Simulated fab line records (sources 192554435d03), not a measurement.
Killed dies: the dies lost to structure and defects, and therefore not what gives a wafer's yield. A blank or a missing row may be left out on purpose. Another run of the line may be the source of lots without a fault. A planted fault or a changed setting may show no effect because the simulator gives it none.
The tool behind it: which one? ; flow n5-finfet ; 24 wafers from 8 lots sampled at 7 of the route's 1938 steps

## WHAT EACH GAUGE READ, for each wafer
N5_BEOL_M0_INSPECT_127: inspects for defects (darkfield). Usual: 74 for raw-defect-count, sd 24.
lot;measured;on;raw-defect-count;flag
L597;day 6 13:03;defect-inspect-02;70 74 84;
L603;day 7 23:38;defect-inspect-01;118 69 92;
L605;day 8 12:49;defect-inspect-01;69 54 42;
L606;day 8 20:22;defect-inspect-01;79 87 138;
L607;day 9 06:36;defect-inspect-02;71 117 59;
L614;day 10 19:58;defect-inspect-01;43 62 93;
L615;day 11 02:11;defect-inspect-02;37 61 51;
L616;day 11 08:41;defect-inspect-02;62 56 121;

N5_BEOL_M1_INSPECT_13: inspects for defects (brightfield). Usual: 434 for raw-defect-count, sd 100.
lot;measured;on;raw-defect-count;flag
L597;day 6 13:43;defect-inspect-02;579 362 500;
L603;day 8 00:19;defect-inspect-01;623 497 678;
L605;day 8 15:20;defect-inspect-02;820 855 715;OFF
L606;day 8 22:04;defect-inspect-01;695 801 978;OFF
L607;day 9 08:52;defect-inspect-01;781 864 689;OFF
L614;day 10 21:35;defect-inspect-01;567 558 930;
L615;day 11 04:27;defect-inspect-01;366 629 379;
L616;day 11 12:46;defect-inspect-01;390 407 386;

N5_BEOL_M1_INSPECT_30: inspects for defects (brightfield). Usual: 441 for raw-defect-count, sd 100.
lot;measured;on;raw-defect-count;flag
L597;day 6 14:36;defect-inspect-02;573 373 508;
L603;day 8 01:14;defect-inspect-01;646 525 649;
L605;day 8 16:21;defect-inspect-02;847 820 707;OFF
L606;day 8 22:59;defect-inspect-02;709 849 1034;OFF
L607;day 9 09:44;defect-inspect-01;824 813 696;OFF
L614;day 10 22:43;defect-inspect-01;528 566 947;
L615;day 11 05:28;defect-inspect-01;360 651 395;
L616;day 11 13:43;defect-inspect-02;415 432 429;

N5_BEOL_M4_RC_MEAS_101. Usual: DIBL_N 36.5 mV/V, standard deviation 1.4; DIBL_P 36.5 mV/V, standard deviation 1.6; IOFF_N 0.163 nA/um, standard deviation 0.022; IOFF_P 0.219 nA/um, standard deviation 0.029; ION_N 675 uA/um, standard deviation 8.3; ION_P 464 uA/um, standard deviation 6.2; SS_N 71.5 mV/dec, standard deviation 0.52; SS_P 73.4 mV/dec, standard deviation 0.57; VT_N 249.7 mV, standard deviation 2.6; VT_P -250 mV, standard deviation 3.
lot;measured;on;DIBL_N (mV/V);DIBL_P (mV/V);IOFF_N (nA/um);IOFF_P (nA/um);ION_N (uA/um);ION_P (uA/um);SS_N (mV/dec);SS_P (mV/dec);VT_N (mV);VT_P (mV);flag
L597;day 8 15:29;prober-01;37.4 34.2 36.5;38.1 34.8 38.0;0.189 0.134 0.174;0.216 0.174 0.213;673 666 676;455 453 461;72.7 71.4 72.3;73.7 73.3 73.4;247.7 251.4 250.6;-251 -255 -251;
L603;day 9 22:42;prober-01;33.8 36.2 35.3;32.7 35.5 34.8;0.120 0.155 0.140;0.196 0.244 0.230;666 671 676;468 464 472;71.6 71.3 71.5;72.4 73.1 72.8;251.9 249.2 250.8;-247 -247 -248;
L605;day 10 21:46;prober-02;37.1 37.1 36.8;37.8 37.8 37.4;0.162 0.166 0.162;0.220 0.226 0.211;679 674 685;462 471 466;72.3 71.2 71.0;73.8 73.8 73.7;251.9 248.4 249.9;-250 -250 -251;
L606;day 10 15:59;prober-02;35.2 36.1 38.4;36.0 36.6 39.9;0.148 0.172 0.212;0.232 0.246 0.302;675 668 682;468 468 472;70.5 71.4 71.5;72.0 72.3 73.9;250.1 247.9 244.5;-248 -247 -244;
L607;day 11 08:19;prober-02;35.3 36.1 35.1;34.8 35.7 34.3;0.152 0.169 0.143;0.225 0.241 0.211;682 677 679;475 469 467;71.4 71.4 71.5;72.7 73.3 72.6;248.2 247.0 249.3;-247 -247 -250;
L614;day 12 21:46;prober-02;37.2 37.7 38.3;37.0 38.1 38.3;0.176 0.195 0.203;0.219 0.232 0.244;682 694 682;461 469 465;71.7 71.5 71.7;73.5 73.2 73.7;249.3 247.1 246.3;-250 -251 -250;
L615;day 13 02:41;prober-02;38.5 38.7 38.1;38.0 37.9 37.6;0.175 0.184 0.174;0.240 0.244 0.248;681 666 685;464 460 471;71.3 71.4 71.4;74.3 74.3 74.0;250.5 248.6 247.6;-247 -248 -247;
L616;day 13 10:22;prober-01;35.9 34.6 36.0;37.2 35.2 37.6;0.158 0.136 0.166;0.203 0.166 0.203;675 668 682;467 458 463;71.4 70.9 71.8;73.2 73.3 73.5;251.6 251.9 249.8;-253 -258 -252;

## EACH LOT AND THE TOOL THAT RAN IT (in order: tool; ch and the chambers of the sampled wafers; start)
lot;N5_BEOL_M0_CMP_120;N5_BEOL_M1_PECVD_72;N5_BEOL_M1_ETCH_63
L597;cmp-03 ch 0,1, day 6 12:28;pecvd-01 ch 0,1,2, day 6 13:11;rie-diel-03 ch 0,1,3, day 6 13:49
L603;cmp-02 ch 1,2, day 7 23:03;pecvd-01 ch 0,1,2, day 7 23:46;rie-diel-03 ch 0,2,3, day 8 00:25
L605;cmp-02 ch 0,2, day 8 12:14;pecvd-01 ch 1,2, day 8 12:57;rie-diel-04 ch 1,2, day 8 15:26
L606;cmp-04 ch 0,1,3, day 8 19:47;pecvd-01 ch 0,1,2, day 8 20:30;rie-diel-06 ch 0,1,3, day 8 22:10
L607;cmp-04 ch 2,3, day 9 06:01;pecvd-01 ch 0,1,2, day 9 06:44;rie-diel-03 ch 1,2, day 9 08:58
L614;cmp-04 ch 0,1,2, day 10 19:23;pecvd-03 ch 0,1, day 10 20:07;rie-diel-04 ch 0,2,3, day 10 21:49
L615;cmp-02 ch 0,1,2, day 11 01:43;pecvd-02 ch 0,1,2, day 11 02:20;rie-diel-03 ch 0,1,3, day 11 04:32
L616;cmp-02 ch 1,2, day 11 08:08;pecvd-02 ch 0,2, day 11 08:50;rie-diel-06 ch 0,3, day 11 12:50
- N5_BEOL_M0_CMP_120: polishes, stops on SiOC, t overpolish 6.9 s.
- N5_BEOL_M1_PECVD_72: deposits SiO2 from TEOS/O2, target thk 16 nm, time 18 s.
- N5_BEOL_M1_ETCH_63: etches SiARC in CF4, target depth 15.6 nm, time 26 s.

## WHAT THE TOOLS THEMSELVES READ (means of the sampled wafers that have a number; where no wafer has one, the mark that the record gives instead)
N5_BEOL_M0_CMP_120. Usual: barrier-field-endpoint-s 3.62 s, standard deviation 0.12; motor-current-A 5.8 A, standard deviation 0.61; overpolish-run-s 6.900 s, standard deviation 0.0086; time-to-endpoint-s 62.7 s, standard deviation 2.7.
lot;tool;barrier-field-endpoint-s (s);motor-current-A (A);overpolish-run-s (s);time-to-endpoint-s (s);flag
L597;cmp-03;3.58;5.7;6.903;62.7;
L603;cmp-02;3.41;5.5;6.901;58.7;
L605;cmp-02;3.63;5.4;6.904;63.2;
L606;cmp-04;3.69;5.8;6.902;68.2;
L607;cmp-04;3.66;5.5;6.907;64.7;
L614;cmp-04;3.61;6.0;6.898;64.2;
L615;cmp-02;3.79;5.3;6.905;64.5;
L616;cmp-02;3.58;5.6;6.905;61.3;

N5_BEOL_M1_PECVD_72. Usual: heater-power-w 725 W, standard deviation 89; rf-fwd-power-W 445.0 W, standard deviation 2.5; showerhead-plenum-p-Torr 8.77 Torr, standard deviation 0.063; throttle-valve-pct 22.2 %, standard deviation 1.1.
lot;tool;heater-power-w (W);rf-fwd-power-W (W);showerhead-plenum-p-Torr (Torr);throttle-valve-pct (%);flag
L597;pecvd-01;716;445.2;8.77;22.5;
L603;pecvd-01;718;446.0;8.77;22.6;
L605;pecvd-01;725;444.4;8.78;21.8;
L606;pecvd-01;665;445.5;8.77;22.5;
L607;pecvd-01;719;445.9;8.76;22.5;
L614;pecvd-03;752;441.8;8.85;21.7;
L615;pecvd-02;804;446.8;8.73;22.1;
L616;pecvd-02;684;448.3;8.74;22.2;

N5_BEOL_M1_ETCH_63. Usual: cf4-flow-sccm 100.00 sccm, standard deviation 0.28; drypump-motor-current-A 5.8 A, standard deviation 0.35; etch-rf-on-time-s 25.9 s, standard deviation 0.38; oes-product-au 0.68 a.u., standard deviation 0.073; rf-fwd-power-W 532.1 W, standard deviation 1.7; rf-vpp-V 184.2 V, standard deviation 1; showerhead-plenum-p-Torr 2.15 Torr, standard deviation 0.055; throttle-valve-pct 15.6 %, standard deviation 0.32.
lot;tool;cf4-flow-sccm (sccm);drypump-motor-current-A (A);etch-rf-on-time-s (s);oes-product-au (a.u.);rf-fwd-power-W (W);rf-vpp-V (V);showerhead-plenum-p-Torr (Torr);throttle-valve-pct (%);flag
L597;rie-diel-03;100.15;6.0;26.1;0.69;532.8;184.4;2.19;15.5;
L603;rie-diel-03;99.96;6.1;25.8;0.74;531.9;185.0;2.14;15.3;
L605;rie-diel-04;99.87;5.6;25.7;0.67;531.8;183.6;2.12;15.6;
L606;rie-diel-06;99.85;5.8;26.1;0.65;531.9;184.5;2.17;15.7;
L607;rie-diel-03;100.19;6.2;25.8;0.74;534.0;183.6;2.14;15.5;
L614;rie-diel-04;99.76;5.8;25.8;0.71;532.6;183.8;2.11;15.6;
L615;rie-diel-03;100.02;6.0;26.0;0.67;532.4;184.6;2.17;15.6;
L616;rie-diel-06;100.02;5.7;26.1;0.64;531.0;184.9;2.19;15.5;

## THE ANSWER, worked out from the rows above alone
Rule: a lot counts as off when the mean over its wafers that have a number is more than 3 standard deviations away from the usual mean. Also off: a lot with no number at a reading for which 4 or more lots have one. Where the step has rows for the other lots, those lots are counted as sound. First the gauges in route order, then the tools' own readings, where a lot's mean is used as printed above. The first step at which some lot is off is used, and at that step the reading that is off furthest; a lot without a number counts as furthest.
Off, at N5_BEOL_M1_INSPECT_13 on raw-defect-count: L605, L606, L607.
A tool fits if, at a process step before that reading, it ran every lot that is off, and no sound lot after the first of them. The gauges at N5_BEOL_M1_INSPECT_13 are tried like those tools. One candidate fits, namely pecvd-01 at N5_BEOL_M1_PECVD_72. A fault onset in the window from L603 (day 7 23:46, its last sound lot) to L605 (day 8 12:57, its first lot off) fits.

## WHAT WAS PUT IN BY THE SIMULATOR
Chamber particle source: pecvd-01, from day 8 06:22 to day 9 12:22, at N5_BEOL_M1_PECVD_72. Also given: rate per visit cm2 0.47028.
Lots struck among those shown: L605, L606, L607. The rule above found the same.
